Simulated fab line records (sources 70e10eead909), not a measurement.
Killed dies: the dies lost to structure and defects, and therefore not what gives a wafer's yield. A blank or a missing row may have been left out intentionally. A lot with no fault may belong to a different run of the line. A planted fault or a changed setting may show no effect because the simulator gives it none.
Which tool was responsible?    flow nand harc    14 lots, 42 wafers sampled, at 4 steps of a route of 1159

## WHAT THE GAUGES READ, wafer by wafer
Not one reading of a measure or inspect step in the record can be checked against a usual standard deviation.

## TOOL THAT RAN EACH LOT (tool first, then ch and the chambers of the sampled wafers, then the start)
lot   NHARC_A_CONTACT_DESCUM_13           NHARC_A_CONTACT_ETCH_30                        NHARC_A_CONTACT_ETCH_136              NHARC_A_CONTACT_ALD_18
L527  rie diel-08 ch 0,1,3, day 17 04:37  rie diel-08 ch 0,1,3, day 17 06:44 or earlier  har cap etch-01 ch 0,1, day 17 06:44  ald metal-01 ch 0,2,3, day 17 09:07
L526  rie diel-12 ch 0,3, day 17 06:38    rie diel-12 ch 1,3, day 17 08:16 or earlier    har cap etch-03 ch 0,1, day 17 08:16  ald metal-03 ch 1,3, day 17 10:12
L529  rie diel-12 ch 1,2,3, day 17 11:26  rie diel-12 ch 2,3, day 17 12:57 or earlier    har cap etch-01 ch 0,1, day 17 12:57  ald metal-03 ch 1,3, day 17 14:55
L530  rie diel-12 ch 0,3, day 17 12:26    rie diel-12 ch 0,1,3, day 17 14:05 or earlier  har cap etch-02 ch 0, day 17 14:05    ald metal-01 ch 0,3, day 17 16:31
L528  rie diel-05 ch 0,2,3, day 17 22:12  rie diel-05 ch 1,2,3, day 17 23:31 or earlier  har cap etch-02 ch 0,1, day 17 23:31  ald metal-02 ch 0,2,3, day 18 01:32
L532  rie diel-05 ch 0,2,3, day 18 03:34  rie diel-05 ch 0,2,3, day 18 04:53 or earlier  har cap etch-02 ch 0,1, day 18 04:53  ald metal-03 ch 0,1,3, day 18 06:55
L534  rie diel-12 ch 0,1,3, day 19 06:26  rie diel-12 ch 0,2,3, day 19 07:45 or earlier  har cap etch-01 ch 1, day 19 07:45    ald metal-03 ch 0,1, day 19 09:58
L535  rie diel-05 ch 0,2,3, day 19 13:04  rie diel-05 ch 0,2, day 19 14:43 or earlier    har cap etch-01 ch 0,1, day 19 14:43  ald metal-01 ch 0,2,3, day 19 17:14
L539  rie diel-12 ch 0,3, day 19 23:59    rie diel-12 ch 0,2,3, day 20 01:30 or earlier  har cap etch-03 ch 1, day 20 01:30    ald metal-03 ch 1,3, day 20 03:28
L540  rie diel-12 ch 0,1,2, day 20 10:05  rie diel-12 ch 2,3, day 20 11:38 or earlier    har cap etch-01 ch 0,1, day 20 11:38  ald metal-02 ch 1,2,3, day 20 13:50
L541  rie diel-12 ch 1,2, day 20 14:32    rie diel-12 ch 1,2,3, day 20 15:53 or earlier  har cap etch-02 ch 0,1, day 20 15:53  ald metal-03 ch 0,1,2, day 20 17:53
L546  rie diel-05 ch 1,2,3, day 21 12:43  rie diel-05 ch 1,2,3, day 21 14:12 or earlier  har cap etch-02 ch 0,1, day 21 14:12  ald metal-02 ch 0,2,3, day 21 16:14
L547  rie diel-08 ch 1,2,3, day 22 03:02  rie diel-08 ch 0,1, day 22 04:21 or earlier    har cap etch-01 ch 0,1, day 22 04:21  ald metal-03 ch 0,1,3, day 22 06:37
L549  rie diel-08 ch 0,2,3, day 22 20:44  rie diel-08 ch 1,2,3, day 22 22:17 or earlier  har cap etch-01 ch 0,1, day 22 22:17  ald metal-01 ch 0,1, day 23 00:14
- NHARC_A_CONTACT_DESCUM_13: chemistry O2, time 3 s.
- NHARC_A_CONTACT_ETCH_30: etches the open film in CF4/CHF3, target depth 60.5 nm, time 30.2 s.
- NHARC_A_CONTACT_ETCH_136: etches the open film in C4F8/O2/Ar, time 132 s, target depth 1287 nm.
- NHARC_A_CONTACT_ALD_18: deposits TiN, target thk 3 nm, pulse time 1 s, ald cycles 150.

## WHAT THE TOOLS THEMSELVES READ (means of the sampled wafers that have a number; where no wafer has one, the mark that the record gives instead)
NHARC_A_CONTACT_DESCUM_13.
lot   tool         drypump motor current A (A)  oes product au (a.u.)  rf vpp V (V)  showerhead plenum p Torr (Torr)  throttle valve pct (%)
L527  rie diel-08  6.1                          1.003                  57.2          1.81                             11.313
L526  rie diel-12  6.5                          1.003                  56.9          1.85                             11.318
L529  rie diel-12  5.9                          1.002                  57.5          1.86                             11.317
L530  rie diel-12  6.5                          1.007                  58.4          1.85                             11.316
L528  rie diel-05  5.6                          0.997                  57.9          1.89                             11.322
L532  rie diel-05  5.7                          0.988                  58.3          1.89                             11.316
L534  rie diel-12  6.3                          1.012                  58.1          1.85                             11.300
L535  rie diel-05  5.7                          0.999                  57.4          1.89                             11.307
L539  rie diel-12  6.4                          1.014                  56.8          1.81                             11.304
L540  rie diel-12  6.0                          1.004                  56.8          1.89                             11.310
L541  rie diel-12  5.8                          1.012                  58.2          1.88                             11.311
L546  rie diel-05  5.7                          1.002                  58.9          1.90                             11.302
L547  rie diel-08  6.2                          0.989                  58.0          1.90                             11.308
L549  rie diel-08  5.9                          0.990                  57.3          1.99                             11.309

NHARC_A_CONTACT_ETCH_30.
lot   tool         bias w (W)  drypump motor current A (A)  oes product au (a.u.)  rf fwd power W (W)  rf vpp V (V)  showerhead plenum p Torr (Torr)  throttle valve pct (%)
L527  rie diel-08  199.5       6.1                          0.923                  493.1               367.5         1.49                             16.801
L526  rie diel-12  199.5       6.2                          0.946                  492.1               367.5         1.49                             16.808
L529  rie diel-12  199.6       6.0                          0.967                  490.7               368.5         1.51                             16.803
L530  rie diel-12  199.8       6.3                          0.952                  492.2               369.6         1.52                             16.804
L528  rie diel-05  199.8       5.7                          0.927                  489.1               370.3         1.57                             16.802
L532  rie diel-05  200.5       5.7                          0.963                  489.7               370.5         1.56                             16.814
L534  rie diel-12  200.2       6.1                          0.923                  492.2               368.8         1.53                             16.805
L535  rie diel-05  200.1       6.0                          0.917                  488.3               369.8         1.54                             16.798
L539  rie diel-12  200.2       6.1                          0.956                  490.8               368.4         1.53                             16.809
L540  rie diel-12  200.1       5.7                          0.916                  491.1               368.9         1.54                             16.807
L541  rie diel-12  199.4       5.9                          0.924                  492.9               369.3         1.53                             16.804
L546  rie diel-05  199.6       5.7                          0.929                  489.4               370.3         1.56                             16.811
L547  rie diel-08  199.6       6.2                          0.965                  494.0               370.9         1.55                             16.810
L549  rie diel-08  199.9       6.2                          0.939                  493.1               370.7         1.56                             16.806

NHARC_A_CONTACT_ALD_18.
lot   tool          heater power w (W)  precursor pulse height rel
L527  ald metal-01  996                 0.998
L526  ald metal-03  1150                0.995
L529  ald metal-03  1157                1.000
L530  ald metal-01  868                 0.975
L528  ald metal-02  975                 1.006
L532  ald metal-03  1138                0.986
L534  ald metal-03  1100                0.976
L535  ald metal-01  1005                0.997
L539  ald metal-03  1199                0.996
L540  ald metal-02  1045                1.003
L541  ald metal-03  1100                1.009
L546  ald metal-02  977                 0.988
L547  ald metal-03  1148                1.015
L549  ald metal-01  1032                1.007

## THE ANSWER, worked out from the rows above alone
Rule: usual is defined by the lots themselves. The widest of any qualifying gaps counts: lots, ordered by their means at a reading, are off when they make up no more than a third of the lots, leave a main group of 4 or more, and stand apart from it by 3 or more times the standard deviation of that group's means. A main group whose means are all the same, to the digits that the tables above print for the reading, isn't used. A lot without any number at a reading at which 4 lots or more have one is off too. All remaining lots with rows at the step are treated as sound. The gauges are gone through in route order, then the tools' own readings, and for those a lot's mean is taken as printed above. The first step at which some lot is off is used, and at that step the reading that is off furthest; a lot without a number counts as furthest.
No lot is off on any of the readings shown, so nothing can be concluded from this.

## WHAT THE SIMULATOR HAD INSERTED
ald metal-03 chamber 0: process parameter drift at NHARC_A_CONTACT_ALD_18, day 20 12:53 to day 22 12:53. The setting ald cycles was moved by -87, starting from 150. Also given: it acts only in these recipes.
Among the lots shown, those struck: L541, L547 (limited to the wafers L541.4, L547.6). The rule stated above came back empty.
